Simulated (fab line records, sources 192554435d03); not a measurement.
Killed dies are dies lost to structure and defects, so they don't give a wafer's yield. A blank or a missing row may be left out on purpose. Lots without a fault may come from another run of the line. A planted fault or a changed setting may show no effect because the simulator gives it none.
Chamber matching | flow n5_finfet | N5_GATE_CUT_SAC_CAP_01 on ald_sin-01: 4 sister chambers
The step material SiNx, target thk 24 nm, pulse time 1 s, ald cycles 480. 4 wafers are shown with their chamber, then 7 later ones without.

WAFERS WITH THEIR CHAMBER
wafer  | chamber | heater_power_w (W)
L085.1 | 2       | 801
L085.6 | 0       | 773
L087.1 | 1       | 927
L087.2 | 3       | 771

WAFERS WITHOUT THEIR CHAMBER
wafer  | heater_power_w (W)
L087.3 | 748
L087.4 | 820
L087.5 | 898
L087.6 | 777
L092.1 | 771
L092.3 | 799
L092.5 | 898

WHICH CHAMBER EACH WENT THROUGH
wafer  | from the rows above          | in truth
L087.3 | can't be placed: 3 or 0 or 2 | 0
L087.4 | can't be placed: 2 or 0 or 3 | 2
L087.5 | 1                            | 1
L087.6 | can't be placed: 0 or 3 or 2 | 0
L092.1 | can't be placed: 3 or 0 or 2 | 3
L092.3 | can't be placed: 2 or 0 or 3 | 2
L092.5 | 1                            | 1
Placed correctly: 2 of 7. Can't be placed from these rows: 5 (the true chamber is among the candidates in 5). Placed wrongly: 0.
How it was worked out, from the rows above alone: a wafer's distance from a chamber is the root of the sum, over the readings, of the square of ((its reading less the chamber's mean) divided by the reading's scatter). The wafer belongs to the nearest chamber; if the next one is less than 2 further off, it can't be placed. A chamber's mean is the mean of its shown wafers. The scatter: with one shown wafer a chamber, the root of the mean of the squares of how far each hidden wafer lies from its nearest shown one.
